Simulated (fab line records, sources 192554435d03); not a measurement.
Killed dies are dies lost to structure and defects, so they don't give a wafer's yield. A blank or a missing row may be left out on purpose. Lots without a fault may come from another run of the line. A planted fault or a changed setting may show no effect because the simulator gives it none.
fab line records | flow n5_finfet
record lots=5 wafers=14 last_day=17
route steps=1938 shown FIN_CUT@155 STI_FIN_REVEAL@183 BEOL_M4@1111 PASSIVATION@1936
lots that met no fault: from a run of the same line without faults
start_h: hours from the record's first day to the start of the lot's first wafer shown | wait_h: hours since the lot's step before | " the same as in the row above | L1.1+2: a row that stands for several wafers | - no value, or no start given | * or withheld: withheld | < > ~ a bound
route shown NAME@n: a module of which the file shows steps, and the number in the route of the first | usual: mean/standard deviation of fault-free wafers | same: alike in all rows | chamber/n: place in a boat | sites: the reading at each site | _std_site: their standard deviation | _edge_site: outer sites' mean less inner sites' | radius_mm: how far each site lies from the wafer's centre | mask NAME#n: copy n | behind: the tool/chamber that last shaped the wafer | hold: why the lot was held/for how many hours/how that ended | device: the transistor (n, p or np) that didn't switch | end of line: the same wafers' tests at the end of the route | a step without rows: its recipe alone | killed: dies lost to structure and defects at the first sort, not the wafer's yield | map: a wafer's dies, x killed, . not, _ none there
set.NAME: the setting as run; set.NAME@STEP: as run at that earlier step | model.NAME: the simulator's own value behind a step, which no gauge read
lots at some steps of the route; a table a step, a row a wafer
services: from which hour (start_h, from the record's first day; less than 0 if before it) a tool's chamber was out of use, for how many hours, and why
## steps
# step N5_FIN_CUT_COAT_19
# recipe resist=SiARC temp_c=220 time_s=60 spin_rpm=1500 resist_thk_nm=20
# step N5_FIN_CUT_COAT_29
# recipe resist=underlayer temp_c=205 time_s=60 spin_rpm=1500 resist_thk_nm=10
# step N5_FIN_CUT_COAT_02
# recipe resist=CAR-EUV spin_rpm=1500 resist_thk_nm=30
# step N5_FIN_CUT_EBR_04
# recipe solvent=PGMEA ebr_width_mm=1.5
# step N5_FIN_CUT_SOFTBAKE_03
# recipe temp_c=110 time_s=60 resist=CAR-EUV
# step N5_FIN_CUT_EXPOSE_05
# recipe mask_id=FIN_CUT na=0.33 source_shape=annular sigma_inner=0.35 sigma_outer=0.8 polarization=unpolarized dose_mj=45.75
# step N5_FIN_CUT_PEB_06
# recipe peb_temp_c=100 peb_time_s=60 resist=CAR-EUV
# step N5_FIN_CUT_DEVELOP_07
# recipe develop_time_s=30 developer=TMAH resist=CAR-EUV rinse_liquid=surfactant_rinse dry=air_spin dev_temp_c=23
# step N5_FIN_CUT_CD_MEAS_08
# recipe target_cd_nm=29.1 landing_energy_ev=500 detector=se_inlens polarity=opening
# usual cd_nm=29.15/0.29
# same landing_energy_ev=500
# columns lot.wafer tool chamber start_h wait_h cd_nm
L455.1 cd_sem-03 0 53.29 - 28.98
L455.5 " 0 " " 29.73
L455.6 " 0 " " 28.77
L457.1 cd_sem-01 0 62.06 - 29.28
L457.2 " 0 " " 28.65
L457.5 " 0 " " 28.91
L467.2 cd_sem-03 0 123.40 - 28.96
L467.4 " 0 " " 29.14
L467.6 " 0 " " 29.06
L470.4 cd_sem-01 0 140.70 - 29.16
L470.6 " 0 " " 29.52
L473.1 cd_sem-01 0 158.98 - 29.08
L473.3 " 0 " " 29.52
L473.5 " 0 " " 29.41
# step N5_FIN_CUT_OVL_MEAS_09
# recipe points_per_wafer=522
# usual FIN_CUT_OVL=-0.2/0.73
# columns lot.wafer tool chamber start_h wait_h FIN_CUT_OVL[nm]
L455.1 overlay-02 0 53.32 0.0 0.0
L455.5 " 0 " " -0.8
L455.6 " 0 " " 1.3
L457.1 overlay-01 0 62.09 0.0 0.3
L457.2 " 0 " " -0.6
L457.5 " 0 " " -0.1
L467.2 overlay-01 0 123.44 0.0 -0.9
L467.4 " 0 " " -0.6
L467.6 " 0 " " -0.9
L470.4 overlay-02 0 140.74 0.0 0.4
L470.6 " 0 " " 0.4
L473.1 overlay-01 0 159.01 0.0 -1.6
L473.3 " 0 " " -1.4
L473.5 " 0 " " -1.0
# step N5_FIN_CUT_INSPECT_10
# recipe mode=adi inspect_instrument=brightfield
# usual raw_defect_count=39/10
# columns lot.wafer tool chamber start_h wait_h raw_defect_count
L455.1 defect_inspect-02 - 53.38 0.1 30
L455.5 " - " " 38
L455.6 " - " " 38
L457.1 defect_inspect-01 - 62.15 0.1 51
L457.2 " - " " 49
L457.5 " - " " 45
L467.2 defect_inspect-01 - 123.49 0.0 50
L467.4 " - " " 42
L467.6 " - " " 38
L470.4 defect_inspect-01 - 140.78 0.0 37
L470.6 " - " " 48
L473.1 defect_inspect-02 - 159.08 0.1 53
L473.3 " - " " 52
L473.5 " - " " 42
# step N5_FIN_CUT_DESCUM_13
# recipe chemistry=O2 time_s=7 source_power_w=50 bias_power_w=20 pressure_mtorr=20 rf_frequency_hz=2.712e+07 temp_c=40 resist=CAR-EUV o2_flow_sccm=225
# usual drypump_motor_current_A=5.9/0.45 o2_flow_sccm=225.0/0.71 oes_product_au=0.78/0.093 rf_vpp_V=243.5/1.2 showerhead_plenum_p_Torr=2.11/0.069 throttle_valve_pct=20.48/0.23
# columns lot.wafer tool chamber start_h wait_h drypump_motor_current_A o2_flow_sccm oes_product_au rf_hours_counter_h rf_vpp_V showerhead_plenum_p_Torr throttle_valve_pct
L455.1 rie_diel-03 3 53.41 0.0 5.7 225.4 0.71 175 245.5 2.18 20.60
L455.5 " 2 " " 6.6 224.8 0.70 - 243.9 2.17 20.68
L455.6 " 1 " " 5.7 224.5 0.78 - 241.9 2.00 20.59
L457.1 rie_diel-02 2 62.28 0.1 6.0 225.2 0.72 216 243.0 2.07 20.79
L457.2 " 1 " " 6.6 224.7 0.85 57 243.4 2.13 20.16
L457.5 " 0 " " 6.3 224.4 0.72 - 245.1 2.18 20.16
L467.2 rie_diel-03 0 123.52 0.0 6.2 225.6 0.70 240 242.8 2.06 20.34
L467.4 " 1 " " 5.7 224.7 0.77 154 240.0 2.00 20.61
L467.6 " 2 " " 6.6 224.4 0.68 - 243.9 2.16 20.71
L470.4 rie_diel-06 3 140.85 0.1 5.4 225.1 0.92 - 245.4 2.24 20.24
L470.6 " 0 " " 6.0 224.8 0.85 - 244.1 2.14 20.69
L473.1 rie_diel-06 3 159.11 0.0 5.4 225.4 0.92 29 243.7 2.24 20.23
L473.3 " 2 " " 5.4 226.1 0.76 155 244.1 2.09 20.69
L473.5 " 2 " " 5.4 225.6 0.75 - 244.0 2.09 20.69
# step N5_FIN_CUT_ETCH_30
# recipe chemistry=N2/H2 target=underlayer target_depth_a=130 mask_material=CAR-EUV time_s=10.4 ion_energy_ev=200 pressure_mtorr=30 source_w=840 bias_w=150 n2_flow_sccm=200 h2_flow_sccm=200 ends=cleared
# usual drypump_motor_current_A=5.9/0.45 etch_rf_on_time_s=10.6/0.4 oes_product_au=0.65/0.079 rf_vpp_V=524.2/2.2 showerhead_plenum_p_Torr=2.56/0.077 throttle_valve_pct=17.9/0.32
# columns lot.wafer tool chamber start_h wait_h drypump_motor_current_A etch_rf_on_time_s oes_product_au rf_hours_counter_h rf_vpp_V showerhead_plenum_p_Torr throttle_valve_pct
L455.1 rie_diel-03 3 53.45 0.0 5.7 11.1 0.59 175 526.8 2.64 18.0
L455.5 " 2 " " 6.6 10.9 0.57 - 525.7 2.59 17.8
L455.6 " 1 " " 5.7 10.3 0.67 - 520.6 2.41 17.8
L457.1 rie_diel-02 2 62.31 0.0 6.1 10.8 0.60 216 523.5 2.55 18.6
L457.2 " 1 " " 6.6 10.4 0.74 57 526.9 2.58 17.5
L457.5 " 0 " " 6.3 10.7 0.60 - 528.3 2.61 17.4
L467.2 rie_diel-03 0 123.56 0.0 6.2 10.1 0.59 240 523.4 2.51 17.9
L467.4 " 1 " " 5.7 10.4 0.65 154 520.9 2.40 17.8
L467.6 " 2 " " 6.6 10.9 0.56 - 525.3 2.58 17.8
L470.4 rie_diel-06 3 140.87 0.0 5.4 10.5 0.76 - 528.2 2.70 17.4
L470.6 " 0 " " 6.1 10.1 0.73 - 523.9 2.59 18.0
L473.1 rie_diel-06 3 159.15 0.0 5.4 10.7 0.76 29 527.7 2.69 17.4
L473.3 " 2 " " 5.4 11.3 0.63 155 523.4 2.55 18.3
L473.5 " 2 " " 5.4 11.3 0.63 - 524.5 2.55 18.3
# step N5_FIN_CUT_ETCH_20
# recipe chemistry=CF4 target=SiARC target_depth_a=260 mask_material=CAR-EUV time_s=43.3 ion_energy_ev=80 pressure_mtorr=40 source_w=545 bias_w=36 Ar_flow_sccm=100 cf4_flow_sccm=100 ends=cleared
# step N5_FIN_CUT_ETCH_21
# recipe chemistry=N2/H2 target=SOC target_depth_a=2190 overetch_a=438 mask_material=SiARC temp_c=40 ion_energy_ev=100 bias_w=61 time_s=523.5 pressure_mtorr=30 source_w=850 n2_flow_sccm=200 h2_flow_sccm=200
# step N5_FIN_CUT_STRIP_23
# recipe chemistry=N2/H2 temp_c=40 n2_flow_sccm=200 h2_flow_sccm=200 rf_frequency_hz=6e+07
# step N5_FIN_CUT_STRIP_31
# recipe chemistry=N2/H2 temp_c=40 n2_flow_sccm=200 h2_flow_sccm=200 rf_frequency_hz=6e+07
# step N5_FIN_CUT_STRIP_24
# recipe chemistry=CF4 resist=SiARC power_w=300 bias_power_w=75 pressure_mtorr=50 cf4_flow_sccm=150 rf_frequency_hz=6e+07
# usual drypump_motor_current_A=5.9/0.45 oes_product_au=0.77/0.084 power_w=300.0/1 rf_vpp_V=271.4/1.4 showerhead_plenum_p_Torr=1.81/0.05 throttle_valve_pct=13.66/0.26
# columns lot.wafer tool chamber start_h wait_h drypump_motor_current_A oes_product_au power_w rf_hours_counter_h rf_vpp_V showerhead_plenum_p_Torr throttle_valve_pct
L455.1 rie_diel-03 3 53.83 0.0 5.7 0.71 299.6 175 273.4 1.87 13.81
L455.5 " 2 " " 6.6 0.68 301.6 - 272.6 1.84 13.81
L455.6 " 1 " " 5.6 0.78 298.9 - 268.7 1.76 13.92
L457.1 rie_diel-02 2 62.70 0.0 6.1 0.70 299.0 216 271.4 1.78 13.93
L457.2 " 1 " " 6.6 0.84 299.1 57 270.3 1.83 13.34
L457.5 " 0 " " 6.3 0.71 301.7 - 272.1 1.88 13.52
L467.2 rie_diel-03 0 123.94 0.0 6.2 0.69 300.3 240 270.9 1.74 13.47
L467.4 " 1 " " 5.7 0.75 302.9 155 269.7 1.75 13.97
L467.6 " 2 " " 6.6 0.67 300.1 - 272.1 1.83 13.86
L470.4 rie_diel-06 3 141.26 0.0 5.4 0.90 300.4 - 272.7 1.89 13.21
L470.6 " 0 " " 6.1 0.83 299.6 - 272.5 1.82 13.67
L473.1 rie_diel-06 3 159.53 0.0 5.4 0.88 301.4 30 272.4 1.89 13.21
L473.3 " 2 " " 5.4 0.76 299.6 155 271.0 1.82 14.01
L473.5 " 2 " " 5.3 0.76 301.7 - 270.5 1.82 14.00
# step N5_FIN_CUT_CUT_ETCH_26
# recipe chemistry=CH3F/O2 target=SiNx target_depth_a=390 mask_material=SOC time_s=55.7 pressure_mtorr=30 source_w=395 bias_w=73 Ar_flow_sccm=150 CH3F_flow_sccm=30 O2_flow_sccm=20 ion_energy_ev=120
# step N5_FIN_CUT_CUT_ETCH_27
# recipe chemistry=CHF3/O2 target=SiO2 target_depth_a=40 mask_material=SOC overetch_a=20 time_s=4.9 pressure_mtorr=30 source_w=650 bias_w=170 Ar_flow_sccm=200 CHF3_flow_sccm=50 O2_flow_sccm=5 ion_energy_ev=200
# usual drypump_motor_current_A=5.9/0.45 oes_product_au=0.61/0.067 rf_vpp_V=531/15 showerhead_plenum_p_Torr=2.42/0.072 throttle_valve_pct=18.87/0.23
# columns lot.wafer tool chamber start_h wait_h drypump_motor_current_A oes_product_au rf_hours_counter_h rf_vpp_V showerhead_plenum_p_Torr throttle_valve_pct
L455.1 rie_diel-03 3 53.89 0.0 5.7 0.58 175 531 2.50 18.97
L455.5 " 2 " " 6.6 0.55 - 544 2.48 19.02
L455.6 " 1 " " 5.7 0.61 - 513 2.33 19.09
L457.1 rie_diel-02 2 62.76 0.0 6.1 0.56 216 535 2.39 19.17
L457.2 " 1 " " 6.6 0.67 57 565 2.44 18.50
L457.5 " 0 " " 6.2 0.57 - 519 2.51 18.63
L467.2 rie_diel-03 0 124.00 0.0 6.2 0.54 240 543 2.36 18.71
L467.4 " 1 " " 5.7 0.60 155 513 2.32 19.13
L467.6 " 2 " " 6.6 0.54 - 542 2.47 19.05
L470.4 rie_diel-06 3 141.34 0.0 5.4 0.72 - 536 2.56 18.57
L470.6 " 0 " " 6.0 0.66 - 515 2.45 19.03
L473.1 rie_diel-06 3 159.60 0.0 5.4 0.71 30 536 2.56 18.57
L473.3 " 2 " " 5.4 0.61 155 548 2.39 19.06
L473.5 " 2 " " 5.4 0.60 - 547 2.39 19.05
# step N5_FIN_CUT_PRECLEAN_35
# recipe time_s=13.3 temp_c=45 pressure_torr=125 p_hf_torr=3 p_coreactant_torr=25 chemistry=vHF
# step N5_FIN_CUT_CUT_ETCH_15
# recipe chemistry=HBr/Cl2/O2 target=Si target_depth_a=1000 bt_time_s=10 mask_material=SOC time_s=42.4 ion_energy_ev=* bias_w=* pressure_mtorr=10 icp_w=800 HBr_flow_sccm=150 Cl2_flow_sccm=80 O2_flow_sccm=12
# step N5_FIN_CUT_CUT_ETCH_28
# recipe chemistry=HBr/Cl2/O2 target=Si target_depth_a=60 mask_material=SOC time_s=2.4 ion_energy_ev=* bias_w=* pressure_mtorr=10 icp_w=800 HBr_flow_sccm=150 Cl2_flow_sccm=80 O2_flow_sccm=12
# usual drypump_motor_current_A=5.7/0.35 oes_product_au=1.005/0.018 throttle_valve_pct=37.2/0.38
# columns lot.wafer tool chamber start_h wait_h drypump_motor_current_A oes_product_au rf_hours_counter_h throttle_valve_pct
L455.1 rie_si-04 0 54.10 0.0 5.5 1.038 162 36.9
L455.5 " 1 " " 6.6 1.034 - 37.2
L455.6 " 0 " " 5.5 1.030 - 36.9
L457.1 rie_si-05 2 62.96 0.0 5.1 0.970 165 37.2
L457.2 " 1 " " 5.5 1.017 2 37.6
L457.5 " 0 " " 5.9 0.998 - 37.0
L467.2 rie_si-02 1 124.21 0.0 5.7 0.997 59 37.6
L467.4 " 0 " " 5.4 1.011 36 37.8
L467.6 " 3 " " 5.3 1.014 - 36.5
L470.4 rie_si-02 2 141.51 0.0 5.9 0.990 11 37.0
L470.6 " 1 " " 5.7 0.996 - 37.6
L473.1 rie_si-02 2 159.81 0.0 5.9 0.983 11 37.0
L473.3 " 3 " " 5.3 1.013 27 36.5
L473.5 " 2 " " 5.9 0.984 - 37.0
# step N5_FIN_CUT_STRIP_22
# recipe chemistry=N2/H2 power_w=500 temp_c=40 pressure_mtorr=50 rf_frequency_hz=6e+07 overash_fraction=0.3 bias_power_w=8 h2_frac=0.5 n2_flow_sccm=300 h2_flow_sccm=300
# step N5_FIN_CUT_PRECLEAN_36
# recipe chemistry=O3/DIW time_s=60 temp_c=22 o3_ppm=10
# step N5_FIN_CUT_SRD_32
# recipe dry=ipa_marangoni time_s=30 temp_c=23 rinse_liquid=diw
# step N5_FIN_CUT_UV_OZONE_34
# recipe time_s=120 pressure_torr=760 temp_c=25
# step N5_FIN_CUT_INSPECT_17
# recipe inspect_instrument=brightfield mode=aei
# usual raw_defect_count=226/62
# columns lot.wafer tool chamber start_h wait_h raw_defect_count
L455.1 defect_inspect-02 - 54.33 0.0 213
L455.5 " - " " 256
L455.6 " - " " 230
L457.1 defect_inspect-01 - 63.22 0.0 357
L457.2 " - " " 339
L457.5 " - " " 258
L467.2 defect_inspect-02 - 124.44 0.0 895
L467.4 " - " " 905
L467.6 " - " " 808
L470.4 defect_inspect-02 - 141.91 0.0 156
L470.6 " - " " 204
L473.1 defect_inspect-02 - 160.10 0.0 316
L473.3 " - " " 290
L473.5 " - " " 278
# step N5_STI_FIN_REVEAL_ALD_00
# recipe material=SiO2 target_thk_a=10 temp_c=300 ald_precursor_family=BDEAS ald_co_reactant=O2-plasma pulse_time_s=1 pressure_torr=2
# usual heater_power_w=505/61 precursor_pulse_height_rel=1.000/0.02
# columns lot.wafer tool chamber start_h wait_h heater_power_w precursor_pulse_height_rel
L455.1 ald_sin-01 0 54.44 0.1 623 0.999
L455.5 " 3 " " 479 1.013
L455.6 " 0 " " 613 0.980
L457.1 ald_sin-01 2 63.26 0.0 430 0.993
L457.2 " 0 " " 622 1.019
L457.5 " 1 " " 479 0.985
L467.2 ald_sin-04 2 124.47 0.0 518 0.981
L467.4 " 3 " " 532 0.957
L467.6 " 1 " " 440 1.004
L470.4 ald_sin-02 2 141.94 0.0 482 0.994
L470.6 " 1 " " 434 0.994
L473.1 ald_sin-04 2 160.13 0.0 524 0.991
L473.3 " 0 " " 587 1.012
L473.5 " 3 " " 519 0.993
# step N5_BEOL_M4_RC_MEAS_101
# usual DIBL_N=36.1/2 DIBL_P=36.3/2.4 IOFF_N=0.15/0.035 IOFF_P=0.21/0.039 ION_N=672/15 ION_P=463/9.7 SS_N=71.5/0.7 SS_P=73.2/0.75 VT_N=251/3.6 VT_P=-250/3.8
# columns lot.wafer tool chamber start_h wait_h DIBL_N[mV/V] DIBL_P[mV/V] IOFF_N[nA/um] IOFF_P[nA/um] ION_N[uA/um] ION_P[uA/um] SS_N[mV/dec] SS_P[mV/dec] VT_N[mV] VT_P[mV]
L455.1 prober-01 0 195.89 0.0 32.8 34.1 0.11 0.17 658 454 70.9 72.7 254 -253
L455.5 " 0 " " 36.6 38.6 0.17 0.23 672 458 71.7 73.2 248 -250
L455.6 " 0 " " 34.1 34.9 0.11 0.17 646 450 70.0 73.2 255 -254
L457.1 prober-02 0 206.40 0.0 36.7 37.1 0.15 0.19 663 453 71.9 73.7 251 -254
L457.2 " 0 " " 37.2 37.9 0.16 0.20 680 461 71.2 74.1 251 -251
L457.5 " 0 " " 35.5 34.0 0.12 0.15 641 444 70.8 72.2 257 -255
L467.2 prober-02 0 276.15 0.2 35.7 36.1 0.15 0.21 685 468 72.0 74.1 252 -251
L467.4 " 0 " " 33.8 32.8 0.12 0.18 659 456 71.5 72.4 252 -250
L467.6 " 0 " " 37.7 39.1 0.19 0.27 684 473 72.7 74.9 247 -248
L470.4 prober-01 0 285.06 0.5 36.6 36.7 0.15 0.19 659 452 71.8 73.6 252 -252
L470.6 " 0 " " 40.2 41.1 0.23 0.25 691 461 72.5 75.3 251 -251
L473.1 prober-01 0 310.95 0.0 39.8 40.2 0.20 0.29 699 476 72.3 73.3 248 -243
L473.3 " 0 " " 38.9 37.7 0.18 0.23 682 461 72.0 73.3 248 -250
L473.5 " 0 " " 35.8 34.4 0.12 0.18 650 457 71.3 73.0 254 -248
# step N5_PASSIVATION_PROBE_49
# usual defect_limited_yield=91.1/1.6 killed_at_M0_to_M3=35/11 killed_at_M4_up=13/5.4 killed_at_contacts=13/6.5 killed_at_front_end=40/14 killed_at_other=4/3.1 killed_dies=105/18 killed_open=69/14 killed_short=34/7.3 sort_bin_5_function=5.2/0.96 sort_bin_6_memory=3.4/0.77 sort_n_pass=1075/19 sort_yield_pct=91.1/1.6
# same gross_dies=1180 killed_at_back_side=0 sort_bin_4_leakage[%]=0 sort_bin_8_speed[%]=0
# columns lot.wafer tool chamber start_h wait_h defect_limited_yield[%] killed_at_M0_to_M3 killed_at_M4_up killed_at_contacts killed_at_front_end killed_at_other killed_dies killed_open killed_short sort_bin_5_function[%] sort_bin_6_memory[%] sort_n_pass sort_yield_pct[%]
L457.1 prober-02 - 313.95 0.0 92.4 45 13 12 15 5 90 58 29 4.8 2.7 1090 92.4
L457.2 prober-02 - 314.00 0.1 88.4 60 11 30 32 4 137 94 41 5.9 5.0 1043 88.4
L457.5 prober-02 - 314.15 0.2 90.3 37 21 11 43 3 115 79 36 6.2 3.4 1065 90.3
L467.2 prober-01 - 374.11 0.1 82.5 19 21 15 143 8 206 63 30 9.8 5.0 974 82.5
L467.4 prober-01 - 374.21 0.2 84.7 38 17 7 111 7 180 68 29 9.8 3.2 1000 84.7
L467.6 prober-01 - 374.31 0.3 82.9 21 13 7 152 9 202 53 22 10.4 4.3 978 82.9
L470.4 prober-02 - 398.61 0.2 91.3 55 8 13 27 0 103 68 34 5.5 3.0 1077 91.3
L470.6 prober-02 - 398.71 0.3 92.5 46 6 12 23 2 89 40 49 4.7 2.3 1091 92.5
L473.1 prober-01 - 413.69 0.0 90.5 28 13 22 45 4 112 79 33 5.7 3.5 1068 90.5
L473.3 prober-01 - 413.79 0.1 89.3 33 8 23 54 8 126 70 48 6.9 3.1 1054 89.3
L473.5 prober-01 - 413.89 0.2 87.0 37 7 10 98 1 153 113 36 7.9 4.7 1027 87.0
# killed by level:class
L457.1 BEOL_M2:geometric_particle:open=21 MOL_CONTACT_COAG:geometric_particle:open=6 MOL_CONTACT_COAG:geometric_particle:short=6 BEOL_M1:geometric_particle:open=6 BEOL_M3:geometric_particle:open=5 BEOL_M0_SAQP:geometric_particle:short=4 FIN_SAQP:geometric_particle:open=3 STI_FIN_REVEAL:geometric_particle:open=3
L457.2 MOL_CONTACT_COAG:geometric_particle:open=24 BEOL_M3:geometric_particle:open=13 STI_FIN_REVEAL:geometric_particle:open=12 BEOL_M2:geometric_particle:open=12 BEOL_M1:geometric_particle:open=11 BEOL_M1:geometric_particle:short=10 MOL_CONTACT_COAG:geometric_particle:short=6 BEOL_M0_SAQP:geometric_particle:short=5
L457.5 STI_FIN_REVEAL:geometric_particle:open=18 BEOL_M2:geometric_particle:open=12 BEOL_M4:geometric_particle:open=10 GATE_CUT:geometric_particle:short=8 MOL_CONTACT_COAG:geometric_particle:open=7 BEOL_M0_SAQP:geometric_particle:short=7 GATE_CUT:geometric_particle:open=6 BEOL_M2:geometric_particle:short=5
L467.2 FIN_CUT:unspecified=112 MOL_CONTACT_COAG:geometric_particle:open=13 BEOL_M4:geometric_particle:open=7 FIN_SAQP:geometric_particle:open=6 BEOL_M3:geometric_particle:open=6 FIN_SAQP:geometric_particle:short=5 STI_FIN_REVEAL:geometric_particle:open=5 BEOL_M0_SAQP:geometric_particle:short=4
L467.4 FIN_CUT:unspecified=83 BEOL_M0_SAQP:geometric_particle:open=15 DUMMY_GATE:geometric_particle:open=6 BEOL_M0_SAQP:geometric_particle:short=6 BEOL_M1:geometric_particle:open=6 STI_FIN_REVEAL:geometric_particle:open=5 BEOL_M4:geometric_particle:open=5 FIN_SAQP:geometric_particle:open=4
L467.6 FIN_CUT:unspecified=125 FIN_SAQP:geometric_particle:open=7 BEOL_M4:geometric_particle:open=7 STI_FIN_REVEAL:geometric_particle:open=6 BEOL_M2:geometric_particle:open=6 MOL_CONTACT_COAG:geometric_particle:open=5 FIN_SAQP:geometric_particle:short=4 BEOL_M1:geometric_particle:open=4
L470.4 BEOL_M0_SAQP:geometric_particle:open=19 BEOL_M0_SAQP:geometric_particle:short=15 MOL_CONTACT_COAG:geometric_particle:open=10 BEOL_M2:geometric_particle:open=8 FIN_SAQP:geometric_particle:short=6 DUMMY_GATE:geometric_particle:open=6 BEOL_M4:geometric_particle:open=6 BEOL_M3:geometric_particle:open=5
L470.6 BEOL_M0_SAQP:geometric_particle:short=17 BEOL_M1:geometric_particle:open=7 MOL_CONTACT_COAG:geometric_particle:open=7 BEOL_M1:geometric_particle:short=7 MOL_CONTACT_COAG:geometric_particle:short=5 BEOL_M0_SAQP:geometric_particle:open=5 FIN_SAQP:geometric_particle:short=4 STARTING-WAFER:geometric_particle:short=4
L473.1 STI_FIN_REVEAL:geometric_particle:open=19 MOL_CONTACT_COAG:geometric_particle:open=17 BEOL_M2:geometric_particle:open=9 FIN_SAQP:geometric_particle:short=6 FIN_SAQP:geometric_particle:open=5 BEOL_M4:geometric_particle:open=5 MOL_CONTACT_COAG:geometric_particle:short=5 BEOL_M2:geometric_particle:short=5
L473.3 MOL_CONTACT_COAG:geometric_particle:open=18 FIN_SAQP:geometric_particle:open=12 BEOL_M0_SAQP:geometric_particle:short=12 FIN_SAQP:geometric_particle:short=9 STI_FIN_REVEAL:geometric_particle:open=9 BEOL_M0_SAQP:geometric_particle:open=8 BEOL_M4:geometric_particle:short=7 ILD0:geometric_particle:open=5
L473.5 STI_FIN_REVEAL:geometric_particle:open=57 STI_FIN_REVEAL:geometric_particle:short=10 BEOL_M0_SAQP:geometric_particle:open=9 BEOL_M0_SAQP:geometric_particle:short=9 MOL_CONTACT_COAG:geometric_particle:open=8 FIN_SAQP:geometric_particle:open=7 BEOL_M2:geometric_particle:open=7 BEOL_M1:geometric_particle:open=6
# map L467.2 (x killed, . not)
_________________..........x.________________
______________..........xx.xxxxx_____________
___________...........xx..xxxxxxxxx__________
__________............x..xxxxxxxxxxx_________
________x...x.........xxxxxxxxxxxxxxx._______
_______..x.............xxxxxxxxxxxxxx..______
______............x...xx.xxxxxxxxxxxxx.._____
_____.x..xx.......x...xxxxxxxxxxxxxxx.x..____
____x..................x.xxxxxxxxxxxx.....___
___...........xx..........xxxxxxxxxx.......__
___......x...x..x...x..xx...xxxxxxx........__
__..............x...x..x.x.........x........_
__..xx............x......x.x...........x...._
_.......x..............x.............x......x
_...x......................x..x.x.........x..
_x.x..............x......x...................
_.xx...x...........x.................x.x.....
_....x.........x..........x..x...............
_..................................xx..x.....
_........x.....x.........x................x..
_..x.....x...................................
__.........xx........................x......_
__.............................x.......x...._
___........................................__
___.........................x......x.......__
____.x........x...x.......................___
_____x.x.......x....x....................____
______..x.xx...........x................_____
_______.........x......................______
________.....x..................x....._______
__________..................x......._________
___________...x.x..x...............__________
______________.................._____________
_________________............________________
# map L455.1 (x killed, . not)
_________________............________________
______________...........x......_____________
___________........x.......x..x....__________
__________..x............x.........._________
________.......x..........xx.x........_______
_______..........................x.....______
______........x..x........xx....x.....x._____
_____x...................................____
____....x.............x......x........x.x.___
___...................x............x.......__
___....x.x....x...........x.x.............x__
__........x.x....x....x...........x........._
__.........xx...........x..........x........_
_.......x...............x...........x.x.....x
_......x.........x.....xx.......x...........x
_....................x.x...x.................
_..................x.........x...x..x.xx.....
_...................x.x...............x......
_.x......................x............x......
_......x.................x......x.......x....
_.........x..........................xx......
__..................x.........x............._
__...........x.............................._
___................................x.......__
___.............xx........x................__
____.....................x............x...___
_____..x.................................____
______..............x...........x......._____
_______..................x.......x.....______
________.........x...................._______
__________xx........................_________
___________..x...............x.....__________
______________..........x......._____________
_________________...x....x...________________
## services
# columns tool chamber start_h hours kind
rie_si-04 2 32.75 1.8 repair
rie_diel-06 1 37.09 11.4 repair
rie_diel-03 1 38.14 5.2 repair
rie_diel-06 - 39.86 0.6 repair
rie_diel-03 - 41.84 0.5 repair
ald_sin-02 2 43.84 3.8 repair
rie_diel-02 2 45.01 8.6 repair
ald_sin-02 - 46.94 2.8 pm
ald_sin-04 - 51.51 0.8 pm
rie_diel-06 1 63.75 8.0 repair
rie_si-02 - 76.94 0.3 repair
rie_si-04 1 78.23 16.9 repair
rie_si-04 - 81.21 2.8 pm
rie_si-02 2 83.83 2.2 repair
ald_sin-02 - 87.31 14.0 pm
rie_diel-03 3 88.50 7.6 repair
rie_diel-03 2 135.89 - clean
rie_diel-03 2 135.89 - consumable_replace:focus_ring
rie_diel-03 2 135.89 17.7 scheduled_down
rie_diel-03 2 135.89 17.7 vent_cycle
rie_diel-02 - 142.37 0.3 repair
rie_diel-03 0 154.19 - clean
rie_diel-03 0 154.19 - consumable_replace:focus_ring
ald_sin-01 3 156.05 4.9 repair
## key
first_sign step=N5_FIN_CUT_INSPECT_17 reading=raw_defect_count direction=up sigmas=10 usual=226 struck=869
effect step=N5_PASSIVATION_PROBE_49 reading=killed_at_front_end direction=up sigmas=6.9 usual=40 struck=135
more_kills_born_at N5_FIN_CUT_ETCH_30@rie_diel-03=320
met_at N5_FIN_CUT_ETCH_30
struck_wafers L467.2,L467.4,L467.6
onset_between 53.45 123.56
also_fits N5_FIN_CUT_DESCUM_13:rie_diel-03,N5_FIN_CUT_STRIP_24:rie_diel-03,N5_FIN_CUT_CUT_ETCH_27:rie_diel-03
fault kind=chamber_particle_source tool=rie_diel-03 chamber=- onset_h=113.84 steps=N5_FIN_CUT_ETCH_30 rate_per_visit_cm2=0.99404 end_h=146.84
